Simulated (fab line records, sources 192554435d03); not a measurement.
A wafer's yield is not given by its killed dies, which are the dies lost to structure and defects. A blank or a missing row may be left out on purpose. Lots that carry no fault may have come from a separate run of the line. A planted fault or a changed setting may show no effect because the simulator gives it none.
A single fault, viewed from 2 desks | flow n5-finfet | only its own numbers are on each desk; what lay behind them is given at the end

== THE TOOL OWNER'S DESK: cvd-co-01 ==
The tool's own readings at N5_BEOL_M4_CVD_47 (deposits Co from CCTBA/H2, target thk 3 nm, time 223.8 s): means of the sampled wafers that have a number, for each lot that ran on this tool. If a lot's mean is further than 4 standard deviations from the usual mean, the lot is out of limits and carries the mark OUT (the distance appears in the brackets).
Columns: A = run-length-s at N5_BEOL_M4_CVD_47, usual 247.0 s
lot  | first seen here | A
L638 | day 7 20:21     | 247.1
L640 | day 8 05:02     | 246.9
L642 | day 8 06:11     | 247.2
L641 | day 8 14:16     | 247.2
L649 | day 11 18:59    | 279.7 (+71) OUT
This desk's finding: out of limits on L649; first on L649, day 11 18:59 (run-length-s at N5_BEOL_M4_CVD_47). L638, L640, L642, L641: within limits.

== AT THE METROLOGY DESK ==
Lot by lot, what the gauges showed, no matter which tool ran the lot: averages of those sampled wafers that carry a number. If a lot's mean is further than 4 standard deviations from the usual mean, the lot is out of limits and carries the mark OUT (the distance appears in the brackets). It has 10 readings; the 7 that lie furthest out on some lot are the ones shown.
Columns: A = DIBL_N at N5_BEOL_M4_RC_MEAS_101, usual 36.4 mV/V; B = IOFF_N at N5_BEOL_M4_RC_MEAS_101, usual 0.154 nA/um; C = IOFF_P at N5_BEOL_M4_RC_MEAS_101, usual 0.21 nA/um; D = ION_N at N5_BEOL_M4_RC_MEAS_101, usual 672 uA/um; E = SS_P at N5_BEOL_M4_RC_MEAS_101, usual 73.2 mV/dec; F = VT_N at N5_BEOL_M4_RC_MEAS_101, usual 250.4 mV; G = VT_P at N5_BEOL_M4_RC_MEAS_101, usual -250 mV
lot  | first seen here | A    | B     | C    | D   | E    | F     | G
L638 | day 7 23:47     | 34.2 | 0.133 | 0.19 | 660 | 72.3 | 250.8 | -252
L639 | day 8 03:09     | 37.8 | 0.165 | 0.24 | 667 | 73.3 | 250.6 | -248
L640 | day 8 08:09     | 38.3 | 0.166 | 0.19 | 665 | 73.6 | 249.5 | -253
L642 | day 8 09:25     | 36.6 | 0.166 | 0.20 | 675 | 73.5 | 248.9 | -252
L641 | day 8 18:55     | 36.5 | 0.156 | 0.18 | 673 | 73.2 | 251.5 | -255
L649 | day 11 22:44    | 37.4 | 0.159 | 0.21 | 670 | 73.2 | 250.4 | -250
L655 | day 12 21:00    | 35.9 | 0.149 | 0.24 | 668 | 72.8 | 253.0 | -246
L656 | day 12 23:16    | 37.5 | 0.193 | 0.26 | 688 | 73.8 | 247.0 | -245
L661 | day 14 10:36    | 37.3 | 0.155 | 0.20 | 677 | 72.8 | 250.1 | -251
Result from this desk: across the 9 lots, nothing is out of limits.

== ALL TOGETHER ==
On L649, at day 11 18:59, an alarm was possible from the tool owner's desk.
The metrology desk saw nothing out of limits.
The metrology desk has L649 on record, within its limits.
Of the lots named, all ran N5_BEOL_M4_CVD_47 on cvd-co-01.

== WHAT THE SIMULATOR HAD INSERTED ==
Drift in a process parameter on cvd-co-01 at N5_BEOL_M4_CVD_47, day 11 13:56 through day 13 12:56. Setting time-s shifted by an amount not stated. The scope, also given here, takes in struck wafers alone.
Shown lots that were struck: L649.
Delay in hours, fault start to first out-of-limits reading, by desk: the tool owner's desk at 5.
